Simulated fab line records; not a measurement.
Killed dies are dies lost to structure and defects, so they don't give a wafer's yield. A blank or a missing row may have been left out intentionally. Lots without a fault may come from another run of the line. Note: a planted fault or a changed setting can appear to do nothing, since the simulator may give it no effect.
Matching of chambers / flow n5Finfet / 4 sister chambers for N5_FIN_SAQP_ETCH_51 on rieDiel-02
The step etches SiARC in CF4, target depth 45.5 nm, time 75.8 s. 14 wafers are shown with their chamber, then 7 later ones without.

== WAFERS, EACH WITH ITS CHAMBER ==
wafer=L074.1; chamber=2; showerheadPlenumPTorr (Torr)=2.12; throttleValvePct (%)=15.72; oesProductAu (a.u.)=0.60
wafer=L074.2; chamber=1; showerheadPlenumPTorr (Torr)=2.28; throttleValvePct (%)=15.42; oesProductAu (a.u.)=0.77
wafer=L074.3; chamber=3; showerheadPlenumPTorr (Torr)=2.23; throttleValvePct (%)=15.35; oesProductAu (a.u.)=0.67
wafer=L077.2; chamber=1; showerheadPlenumPTorr (Torr)=2.28; throttleValvePct (%)=15.47; oesProductAu (a.u.)=0.75
wafer=L077.3; chamber=3; showerheadPlenumPTorr (Torr)=2.23; throttleValvePct (%)=15.36; oesProductAu (a.u.)=0.66
wafer=L077.6; chamber=3; showerheadPlenumPTorr (Torr)=2.23; throttleValvePct (%)=15.36; oesProductAu (a.u.)=0.67
wafer=L082.1; chamber=0; showerheadPlenumPTorr (Torr)=2.27; throttleValvePct (%)=15.21; oesProductAu (a.u.)=0.84
wafer=L082.2; chamber=2; showerheadPlenumPTorr (Torr)=2.12; throttleValvePct (%)=15.75; oesProductAu (a.u.)=0.60
wafer=L082.6; chamber=1; showerheadPlenumPTorr (Torr)=2.27; throttleValvePct (%)=15.48; oesProductAu (a.u.)=0.73
wafer=L084.1; chamber=1; showerheadPlenumPTorr (Torr)=2.27; throttleValvePct (%)=15.51; oesProductAu (a.u.)=0.74
wafer=L084.2; chamber=2; showerheadPlenumPTorr (Torr)=2.11; throttleValvePct (%)=15.76; oesProductAu (a.u.)=0.59
wafer=L084.5; chamber=0; showerheadPlenumPTorr (Torr)=2.27; throttleValvePct (%)=15.21; oesProductAu (a.u.)=0.81
wafer=L094.1; chamber=0; showerheadPlenumPTorr (Torr)=2.27; throttleValvePct (%)=15.24; oesProductAu (a.u.)=0.75
wafer=L094.2; chamber=3; showerheadPlenumPTorr (Torr)=2.21; throttleValvePct (%)=15.45; oesProductAu (a.u.)=0.63

SIGNATURES (averages over the wafers above)
reading=showerheadPlenumPTorr; chamber 0=2.2700; chamber 1=2.2750; chamber 2=2.1167; chamber 3=2.2250; scatter within a chamber=0.00683
reading=throttleValvePct; chamber 0=15.2200; chamber 1=15.4700; chamber 2=15.7433; chamber 3=15.3800; scatter within a chamber=0.035
reading=oesProductAu; chamber 0=0.8000; chamber 1=0.7475; chamber 2=0.5967; chamber 3=0.6575; scatter within a chamber=0.0249
Rule: for each reading, subtract the chamber's mean from the wafer's reading, divide by that reading's scatter and square the result; add these up over the readings and take the root, which gives the wafer's distance from the chamber. If the next closest chamber is less than 2 further off than the closest, the wafer can't be placed; otherwise it belongs to the closest. The scatter: take each reading less its chamber's mean, square it, sum over the shown wafers, divide by the number of wafers less the number of chambers, and take the root.

== WAFERS WITH NO CHAMBER GIVEN ==
wafer=L094.4; showerheadPlenumPTorr (Torr)=2.26; throttleValvePct (%)=15.53; oesProductAu (a.u.)=0.71
wafer=L095.2; showerheadPlenumPTorr (Torr)=2.27; throttleValvePct (%)=15.24; oesProductAu (a.u.)=0.75
wafer=L095.5; showerheadPlenumPTorr (Torr)=2.11; throttleValvePct (%)=15.80; oesProductAu (a.u.)=0.58
wafer=L095.6; showerheadPlenumPTorr (Torr)=2.21; throttleValvePct (%)=15.44; oesProductAu (a.u.)=0.64
wafer=L097.2; showerheadPlenumPTorr (Torr)=2.21; throttleValvePct (%)=15.45; oesProductAu (a.u.)=0.63
wafer=L097.4; showerheadPlenumPTorr (Torr)=2.26; throttleValvePct (%)=15.54; oesProductAu (a.u.)=0.70
wafer=L097.6; showerheadPlenumPTorr (Torr)=2.21; throttleValvePct (%)=15.44; oesProductAu (a.u.)=0.63

== THE CHAMBER EACH PASSED THROUGH ==
wafer=L094.4; from the rows above=1; in truth=1
wafer=L095.2; from the rows above=0; in truth=0
wafer=L095.5; from the rows above=2; in truth=2
wafer=L095.6; from the rows above=3; in truth=3
wafer=L097.2; from the rows above=3; in truth=3
wafer=L097.4; from the rows above=1; in truth=1
wafer=L097.6; from the rows above=3; in truth=3
Correctly placed: 7 of 7. Not placeable from these rows: 0. Number placed wrongly: 0.
